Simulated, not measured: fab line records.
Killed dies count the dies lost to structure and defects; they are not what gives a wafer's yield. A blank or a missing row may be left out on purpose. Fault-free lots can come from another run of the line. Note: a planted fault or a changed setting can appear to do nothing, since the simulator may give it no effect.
Matching of chambers -- flow nandHarc -- NHARC_P_CONTACT_ALD_22 on aldMetal-04 has 4 sister chambers
The step deposits TiN, target thk 3 nm, pulse time 1 s, ald cycles 150. 4 wafers are shown with their chamber, then 11 later ones without.

== WAFERS PAIRED WITH THEIR CHAMBERS ==
wafer,chamber,heaterPowerW (W)
L082.5,2,959
L088.5,3,1201
L088.6,0,977
L087.1,1,1199

== WAFERS WHOSE CHAMBER IS MISSING ==
wafer,heaterPowerW (W)
L087.3,1009
L087.6,1196
L089.1,955
L089.2,1190
L089.6,951
L089.3,1194
L089.4,982
L089.5,1137
L095.1,975
L095.2,1165
L095.4,1267

== WHICH CHAMBER EACH WENT THROUGH ==
wafer,from the rows above,in truth
L087.3,can't be placed: 0 or 2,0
L087.6,can't be placed: 1 or 3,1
L089.1,can't be placed: 2 or 0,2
L089.2,can't be placed: 1 or 3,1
L089.6,can't be placed: 2 or 0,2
L089.3,can't be placed: 1 or 3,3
L089.4,can't be placed: 0 or 2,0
L089.5,can't be placed: 1 or 3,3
L095.1,can't be placed: 0 or 2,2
L095.2,can't be placed: 1 or 3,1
L095.4,can't be placed: 3 or 1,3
Placed correctly: 0 of 11. Can't be placed from these rows: 11 (the true chamber is among the candidates in 11). 0 placed wrongly.
How it was worked out, from the rows above alone: a wafer's distance from a chamber is the root of the sum, over the readings, of the square of ((its reading less the chamber's mean) divided by the reading's scatter). If the next closest chamber is less than 2 further off than the closest, the wafer can't be placed; otherwise it belongs to the closest. The mean given for a chamber averages the wafers shown for that chamber. The scatter (one wafer shown for each chamber): square how far every hidden wafer sits from the nearest shown wafer, average those squares and take the square root.
